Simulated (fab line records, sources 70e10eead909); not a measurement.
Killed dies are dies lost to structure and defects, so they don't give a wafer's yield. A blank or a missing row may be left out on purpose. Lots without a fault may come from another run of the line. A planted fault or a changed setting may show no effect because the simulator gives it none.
Chamber matching | flow nand_harc | NHARC_A_M0_DESCUM_14 on rie_diel-01: 4 sister chambers
The step chemistry O2, time 3 s. 8 wafers are shown with their chamber, then 8 later ones without.

WAFERS WITH THEIR CHAMBER
wafer  | chamber | showerhead_plenum_p_Torr (Torr) | drypump_motor_current_A (A)
L081.2 | 1       | 2.04                            | 6.1
L087.2 | 0       | 1.80                            | 6.1
L087.4 | 3       | 1.94                            | 5.6
L087.5 | 0       | 1.80                            | 6.1
L088.3 | 3       | 1.94                            | 5.6
L088.5 | 2       | 1.99                            | 5.9
L088.6 | 1       | 2.03                            | 6.1
L091.4 | 2       | 1.99                            | 6.0

WAFERS WITHOUT THEIR CHAMBER
wafer  | showerhead_plenum_p_Torr (Torr) | drypump_motor_current_A (A)
L091.5 | 1.99                            | 5.9
L091.6 | 2.03                            | 6.1
L093.1 | 1.94                            | 5.6
L093.3 | 1.80                            | 6.0
L093.5 | 1.80                            | 6.1
L095.1 | 1.80                            | 6.1
L095.2 | 1.99                            | 6.0
L095.6 | 1.80                            | 6.0

WHICH CHAMBER EACH WENT THROUGH
wafer  | from the rows above | in truth
L091.5 | 2                   | 2
L091.6 | 1                   | 1
L093.1 | 3                   | 3
L093.3 | 0                   | 0
L093.5 | 0                   | 0
L095.1 | 0                   | 0
L095.2 | 2                   | 2
L095.6 | 0                   | 0
Placed correctly: 8 of 8. Can't be placed from these rows: 0. Placed wrongly: 0.
How it was worked out, from the rows above alone: a wafer's distance from a chamber is the root of the sum, over the readings, of the square of ((its reading less the chamber's mean) divided by the reading's scatter). The wafer belongs to the nearest chamber; if the next one is less than 2 further off, it can't be placed. A chamber's mean is the mean of its shown wafers. The scatter: the root of (the sum of the squares of (reading less its chamber's mean) over the shown wafers, divided by (wafers less chambers)).
